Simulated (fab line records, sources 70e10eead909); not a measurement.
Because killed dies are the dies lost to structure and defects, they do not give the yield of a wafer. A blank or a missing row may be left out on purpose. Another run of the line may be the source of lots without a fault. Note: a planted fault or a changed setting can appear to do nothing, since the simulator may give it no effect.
What tool caused it? / flow nand-harc / 11 lots with 33 wafers sampled at 6 steps, on a route of 1159 steps

WHAT THE GAUGES READ, wafer by wafer
NHARC_P_GATE_CD_MEAS_11: the cd target is 1640 nm.
lot=L488; measured=day 3 22:05; on=cd-sem-02; cd-nm (nm)=1642.2 1640.7 1638.7
lot=L489; measured=day 4 14:21; on=cd-sem-01; cd-nm (nm)=1644.0 1643.1 1640.4
lot=L490; measured=day 4 14:31; on=cd-sem-02; cd-nm (nm)=1640.7 1642.0 1639.5
lot=L491; measured=day 4 19:33; on=cd-sem-03; cd-nm (nm)=- - -
lot=L492; measured=day 4 19:23; on=cd-sem-03; cd-nm (nm)=1641.0 1638.2 1638.5
lot=L493; measured=day 5 06:25; on=cd-sem-02; cd-nm (nm)=1638.4 1638.1 1642.4
lot=L496; measured=day 6 04:16; on=cd-sem-03; cd-nm (nm)=1642.5 1641.0 1642.3
lot=L504; measured=day 7 23:35; on=cd-sem-01; cd-nm (nm)=1641.0 1640.2 1644.1
lot=L506; measured=day 8 21:00; on=cd-sem-01; cd-nm (nm)=1642.3 1637.0 1637.4
lot=L508; measured=day 9 04:01; on=cd-sem-02; cd-nm (nm)=1638.0 1637.4 1638.6
lot=L511; measured=day 9 18:28; on=cd-sem-02; cd-nm (nm)=1638.2 1636.4 1640.9

NHARC_END_SORT_01.
lot=L491; measured=day 19 17:22; on=prober-02; killed-at-array=30 21 22; killed-at-other=0 0 1; killed-at-periphery=647 656 654; killed-dies=677 677 677; killed-open=5 2 4; killed-short=2 2 2

EACH LOT AND THE TOOL THAT RAN IT (in order: tool; ch and the chambers of the sampled wafers; start)
lot=L488; NHARC_P_STI_ETCH_42=rie-diel-08 ch 0,1,2, day 2 13:08; NHARC_P_STI_ETCH_31=rie-diel-08 ch 0,1,2, day 3 21:55 or earlier; NHARC_P_GATE_EXPOSE_08=krf-scanner-04 ch 0, day 3 21:55; NHARC_P_GATE_ETCH_104=rie-diel-04 ch 0,3, day 4 11:56
lot=L489; NHARC_P_STI_ETCH_42=rie-diel-06 ch 1,2,3, day 2 22:07; NHARC_P_STI_ETCH_31=rie-diel-06 ch 1,2,3, day 4 14:11 or earlier; NHARC_P_GATE_EXPOSE_08=krf-scanner-04 ch 0, day 4 14:11; NHARC_P_GATE_ETCH_104=rie-diel-04 ch 0,3, day 5 06:18
lot=L490; NHARC_P_STI_ETCH_42=rie-diel-08 ch 0,3, day 2 22:17; NHARC_P_STI_ETCH_31=rie-diel-08 ch 0,1,2, day 4 14:22 or earlier; NHARC_P_GATE_EXPOSE_08=krf-scanner-02 ch 0, day 4 14:22; NHARC_P_GATE_ETCH_104=rie-diel-04 ch 1,2,3, day 5 05:32
lot=L491; NHARC_P_STI_ETCH_42=rie-diel-08 ch 0,1,3, day 3 08:33; NHARC_P_STI_ETCH_31=rie-diel-08 ch 0,1, day 4 19:23 or earlier; NHARC_P_GATE_EXPOSE_08=krf-scanner-04 ch 0, day 4 19:23; NHARC_P_GATE_ETCH_104=rie-diel-07 ch 0,2, day 5 09:41
lot=L492; NHARC_P_STI_ETCH_42=rie-diel-09 ch 1,2,3, day 3 08:43; NHARC_P_STI_ETCH_31=rie-diel-09 ch 0,1,3, day 4 19:13 or earlier; NHARC_P_GATE_EXPOSE_08=krf-scanner-02 ch 0, day 4 19:13; NHARC_P_GATE_ETCH_104=rie-diel-07 ch 0,3, day 5 09:31
lot=L493; NHARC_P_STI_ETCH_42=rie-diel-08 ch 0,1, day 3 17:16; NHARC_P_STI_ETCH_31=rie-diel-08 ch 0,1,2, day 5 06:16 or earlier; NHARC_P_GATE_EXPOSE_08=krf-scanner-02 ch 0, day 5 06:16; NHARC_P_GATE_ETCH_104=rie-diel-07 ch 1,2, day 5 22:22
lot=L496; NHARC_P_STI_ETCH_42=rie-diel-08 ch 0,2, day 4 14:36; NHARC_P_STI_ETCH_31=rie-diel-08 ch 0,2,3, day 6 04:07 or earlier; NHARC_P_GATE_EXPOSE_08=krf-scanner-04 ch 0, day 6 04:07; NHARC_P_GATE_ETCH_104=rie-diel-07 ch 0,2,3, day 6 19:04
lot=L504; NHARC_P_STI_ETCH_42=rie-diel-09 ch 0,1,2, day 6 11:50; NHARC_P_STI_ETCH_31=rie-diel-09 ch 1,2,3, day 7 23:25 or earlier; NHARC_P_GATE_EXPOSE_08=krf-scanner-02 ch 0, day 7 23:25; NHARC_P_GATE_ETCH_104=rie-diel-04 ch 0,1, day 8 16:43
lot=L506; NHARC_P_STI_ETCH_42=rie-diel-08 ch 0,2,3, day 7 03:01; NHARC_P_STI_ETCH_31=rie-diel-08 ch 0,2,3, day 8 20:51 or earlier; NHARC_P_GATE_EXPOSE_08=krf-scanner-03 ch 0, day 8 20:51; NHARC_P_GATE_ETCH_104=rie-diel-07 ch 0,1,2, day 9 10:49
lot=L508; NHARC_P_STI_ETCH_42=rie-diel-06 ch 0,1, day 7 11:34; NHARC_P_STI_ETCH_31=rie-diel-06 ch 1,3, day 9 03:52 or earlier; NHARC_P_GATE_EXPOSE_08=krf-scanner-04 ch 0, day 9 03:52; NHARC_P_GATE_ETCH_104=rie-diel-05 ch 0,2, day 9 19:53
lot=L511; NHARC_P_STI_ETCH_42=rie-diel-06 ch 0,2,3, day 8 10:02; NHARC_P_STI_ETCH_31=rie-diel-06 ch 0,2, day 9 18:19 or earlier; NHARC_P_GATE_EXPOSE_08=krf-scanner-04 ch 0, day 9 18:19; NHARC_P_GATE_ETCH_104=rie-diel-04 ch 0,1,3, day 10 12:07
- NHARC_P_STI_ETCH_42: etches the open film in N2/H2, target depth 80 nm, overetch 24 nm, time 61 s.
- NHARC_P_STI_ETCH_31: etches the open film in CF4/CHF3, target depth 108.9 nm, time 54.5 s.
- NHARC_P_GATE_EXPOSE_08: exposes mask P HV.
- NHARC_P_GATE_ETCH_104: etches the open film in CF4/CHF3, target depth 60 nm.

AS READ BY THE TOOLS THEMSELVES (means over the sampled wafers that have a number; for cases with no such wafer, the mark the record gives instead)
NHARC_P_STI_ETCH_42.
lot=L488; tool=rie-diel-08; drypump-motor-current-A (A)=5.5; n2-flow-sccm (sccm)=150.0; oes-product-au (a.u.)=0.978; rf-vpp-V (V)=430.4; showerhead-plenum-p-Torr (Torr)=2.05; throttle-valve-pct (%)=14.163
lot=L489; tool=rie-diel-06; drypump-motor-current-A (A)=5.9; n2-flow-sccm (sccm)=149.9; oes-product-au (a.u.)=1.019; rf-vpp-V (V)=432.3; showerhead-plenum-p-Torr (Torr)=2.10; throttle-valve-pct (%)=14.168
lot=L490; tool=rie-diel-08; drypump-motor-current-A (A)=5.0; n2-flow-sccm (sccm)=149.8; oes-product-au (a.u.)=0.993; rf-vpp-V (V)=433.2; showerhead-plenum-p-Torr (Torr)=2.13; throttle-valve-pct (%)=14.165
lot=L491; tool=rie-diel-08; drypump-motor-current-A (A)=5.3; n2-flow-sccm (sccm)=149.9; oes-product-au (a.u.)=0.996; rf-vpp-V (V)=430.6; showerhead-plenum-p-Torr (Torr)=2.09; throttle-valve-pct (%)=14.174
lot=L492; tool=rie-diel-09; drypump-motor-current-A (A)=5.9; n2-flow-sccm (sccm)=149.9; oes-product-au (a.u.)=0.998; rf-vpp-V (V)=427.5; showerhead-plenum-p-Torr (Torr)=1.94; throttle-valve-pct (%)=14.172
lot=L493; tool=rie-diel-08; drypump-motor-current-A (A)=5.3; n2-flow-sccm (sccm)=150.1; oes-product-au (a.u.)=0.980; rf-vpp-V (V)=429.7; showerhead-plenum-p-Torr (Torr)=2.07; throttle-valve-pct (%)=14.172
lot=L496; tool=rie-diel-08; drypump-motor-current-A (A)=5.3; n2-flow-sccm (sccm)=150.2; oes-product-au (a.u.)=0.972; rf-vpp-V (V)=431.4; showerhead-plenum-p-Torr (Torr)=2.08; throttle-valve-pct (%)=14.171
lot=L504; tool=rie-diel-09; drypump-motor-current-A (A)=5.8; n2-flow-sccm (sccm)=149.8; oes-product-au (a.u.)=0.987; rf-vpp-V (V)=427.3; showerhead-plenum-p-Torr (Torr)=1.93; throttle-valve-pct (%)=14.178
lot=L506; tool=rie-diel-08; drypump-motor-current-A (A)=5.3; n2-flow-sccm (sccm)=150.4; oes-product-au (a.u.)=0.996; rf-vpp-V (V)=431.9; showerhead-plenum-p-Torr (Torr)=2.09; throttle-valve-pct (%)=14.171
lot=L508; tool=rie-diel-06; drypump-motor-current-A (A)=6.0; n2-flow-sccm (sccm)=150.2; oes-product-au (a.u.)=1.009; rf-vpp-V (V)=431.7; showerhead-plenum-p-Torr (Torr)=2.08; throttle-valve-pct (%)=14.170
lot=L511; tool=rie-diel-06; drypump-motor-current-A (A)=5.7; n2-flow-sccm (sccm)=149.8; oes-product-au (a.u.)=1.005; rf-vpp-V (V)=432.7; showerhead-plenum-p-Torr (Torr)=2.13; throttle-valve-pct (%)=14.171

NHARC_P_STI_ETCH_31.
lot=L488; tool=rie-diel-08; drypump-motor-current-A (A)=5.5; oes-product-au (a.u.)=0.934; rf-vpp-V (V)=370.6; showerhead-plenum-p-Torr (Torr)=1.58; throttle-valve-pct (%)=16.810
lot=L489; tool=rie-diel-06; drypump-motor-current-A (A)=5.8; oes-product-au (a.u.)=0.937; rf-vpp-V (V)=371.4; showerhead-plenum-p-Torr (Torr)=1.62; throttle-valve-pct (%)=16.812
lot=L490; tool=rie-diel-08; drypump-motor-current-A (A)=5.5; oes-product-au (a.u.)=0.954; rf-vpp-V (V)=370.5; showerhead-plenum-p-Torr (Torr)=1.58; throttle-valve-pct (%)=16.802
lot=L491; tool=rie-diel-08; drypump-motor-current-A (A)=5.3; oes-product-au (a.u.)=0.943; rf-vpp-V (V)=370.9; showerhead-plenum-p-Torr (Torr)=1.59; throttle-valve-pct (%)=16.803
lot=L492; tool=rie-diel-09; drypump-motor-current-A (A)=5.9; oes-product-au (a.u.)=0.940; rf-vpp-V (V)=369.3; showerhead-plenum-p-Torr (Torr)=1.51; throttle-valve-pct (%)=16.813
lot=L493; tool=rie-diel-08; drypump-motor-current-A (A)=5.5; oes-product-au (a.u.)=0.957; rf-vpp-V (V)=370.6; showerhead-plenum-p-Torr (Torr)=1.58; throttle-valve-pct (%)=16.806
lot=L496; tool=rie-diel-08; drypump-motor-current-A (A)=5.3; oes-product-au (a.u.)=0.920; rf-vpp-V (V)=372.7; showerhead-plenum-p-Torr (Torr)=1.61; throttle-valve-pct (%)=16.797
lot=L504; tool=rie-diel-09; drypump-motor-current-A (A)=5.8; oes-product-au (a.u.)=0.984; rf-vpp-V (V)=366.9; showerhead-plenum-p-Torr (Torr)=1.50; throttle-valve-pct (%)=16.797
lot=L506; tool=rie-diel-08; drypump-motor-current-A (A)=5.3; oes-product-au (a.u.)=0.965; rf-vpp-V (V)=372.2; showerhead-plenum-p-Torr (Torr)=1.61; throttle-valve-pct (%)=16.801
lot=L508; tool=rie-diel-06; drypump-motor-current-A (A)=6.1; oes-product-au (a.u.)=0.968; rf-vpp-V (V)=370.6; showerhead-plenum-p-Torr (Torr)=1.59; throttle-valve-pct (%)=16.805
lot=L511; tool=rie-diel-06; drypump-motor-current-A (A)=5.6; oes-product-au (a.u.)=0.966; rf-vpp-V (V)=372.8; showerhead-plenum-p-Torr (Torr)=1.62; throttle-valve-pct (%)=16.808

NHARC_P_GATE_EXPOSE_08.
lot=L488; tool=krf-scanner-04; stage-vel-mm-s (mm/s)=500.08
lot=L489; tool=krf-scanner-04; stage-vel-mm-s (mm/s)=499.91
lot=L490; tool=krf-scanner-02; stage-vel-mm-s (mm/s)=500.01
lot=L491; tool=krf-scanner-04; stage-vel-mm-s (mm/s)=499.90
lot=L492; tool=krf-scanner-02; stage-vel-mm-s (mm/s)=500.07
lot=L493; tool=krf-scanner-02; stage-vel-mm-s (mm/s)=500.08
lot=L496; tool=krf-scanner-04; stage-vel-mm-s (mm/s)=499.87
lot=L504; tool=krf-scanner-02; stage-vel-mm-s (mm/s)=499.69
lot=L506; tool=krf-scanner-03; stage-vel-mm-s (mm/s)=500.48
lot=L508; tool=krf-scanner-04; stage-vel-mm-s (mm/s)=500.18
lot=L511; tool=krf-scanner-04; stage-vel-mm-s (mm/s)=500.00

NHARC_P_GATE_ETCH_104.
lot=L488; tool=rie-diel-04; drypump-motor-current-A (A)=5.8; oes-product-au (a.u.)=0.971; rf-vpp-V (V)=371.4; showerhead-plenum-p-Torr (Torr)=1.60; throttle-valve-pct (%)=16.803
lot=L489; tool=rie-diel-04; drypump-motor-current-A (A)=5.8; oes-product-au (a.u.)=0.918; rf-vpp-V (V)=371.3; showerhead-plenum-p-Torr (Torr)=1.60; throttle-valve-pct (%)=16.809
lot=L490; tool=rie-diel-04; drypump-motor-current-A (A)=5.4; oes-product-au (a.u.)=0.920; rf-vpp-V (V)=372.5; showerhead-plenum-p-Torr (Torr)=1.62; throttle-valve-pct (%)=16.792
lot=L491; tool=rie-diel-07; drypump-motor-current-A (A)=6.1; oes-product-au (a.u.)=0.951; rf-vpp-V (V)=368.3; showerhead-plenum-p-Torr (Torr)=1.53; throttle-valve-pct (%)=16.797
lot=L492; tool=rie-diel-07; drypump-motor-current-A (A)=5.1; oes-product-au (a.u.)=0.927; rf-vpp-V (V)=367.4; showerhead-plenum-p-Torr (Torr)=1.51; throttle-valve-pct (%)=16.800
lot=L493; tool=rie-diel-07; drypump-motor-current-A (A)=5.5; oes-product-au (a.u.)=0.963; rf-vpp-V (V)=371.6; showerhead-plenum-p-Torr (Torr)=1.60; throttle-valve-pct (%)=16.802
lot=L496; tool=rie-diel-07; drypump-motor-current-A (A)=5.6; oes-product-au (a.u.)=0.929; rf-vpp-V (V)=370.0; showerhead-plenum-p-Torr (Torr)=1.54; throttle-valve-pct (%)=16.805
lot=L504; tool=rie-diel-04; drypump-motor-current-A (A)=5.6; oes-product-au (a.u.)=0.933; rf-vpp-V (V)=370.4; showerhead-plenum-p-Torr (Torr)=1.56; throttle-valve-pct (%)=16.808
lot=L506; tool=rie-diel-07; drypump-motor-current-A (A)=5.5; oes-product-au (a.u.)=0.986; rf-vpp-V (V)=369.8; showerhead-plenum-p-Torr (Torr)=1.54; throttle-valve-pct (%)=16.804
lot=L508; tool=rie-diel-05; drypump-motor-current-A (A)=6.3; oes-product-au (a.u.)=0.965; rf-vpp-V (V)=371.0; showerhead-plenum-p-Torr (Torr)=1.58; throttle-valve-pct (%)=16.800
lot=L511; tool=rie-diel-04; drypump-motor-current-A (A)=5.4; oes-product-au (a.u.)=0.981; rf-vpp-V (V)=370.0; showerhead-plenum-p-Torr (Torr)=1.59; throttle-valve-pct (%)=16.799

THE ANSWER, worked out from the rows above alone
Rule: the usual values come from the lots themselves. The widest of any qualifying gaps counts: lots, ordered by their means at a reading, are off when they make up no more than a third of the lots, leave a main group of 4 or more, and stand apart from it by 3 or more times the standard deviation of that group's means. If all means in a main group match to the digits the tables above print for the reading, that group is not used. Also off: a lot with no number at a reading for which 4 or more lots have one. Any other lot the step has rows for is counted as sound. After the gauges, taken in route order, come the tools' own readings; for these a lot's mean is taken, as printed above. The first step at which some lot is off is used, and at that step the reading that is off furthest; a lot without a number counts as furthest.
Off, at NHARC_P_GATE_CD_MEAS_11 on cd-nm: L491. Without a number there: L491. Mean 1640.2 nm and standard deviation 1.5 in the main group.
If a tool, at a process step before that reading, ran all the lots that are off and no sound lot after the first of them, it fits. Gauges at NHARC_P_GATE_CD_MEAS_11: tried the same way as those tools. With no start given for some of its lots, NHARC_P_STI_ETCH_31 uses the hours and lot order of NHARC_P_GATE_EXPOSE_08. Of those tried, none fits.

WHAT THE SIMULATOR HAD PUT IN
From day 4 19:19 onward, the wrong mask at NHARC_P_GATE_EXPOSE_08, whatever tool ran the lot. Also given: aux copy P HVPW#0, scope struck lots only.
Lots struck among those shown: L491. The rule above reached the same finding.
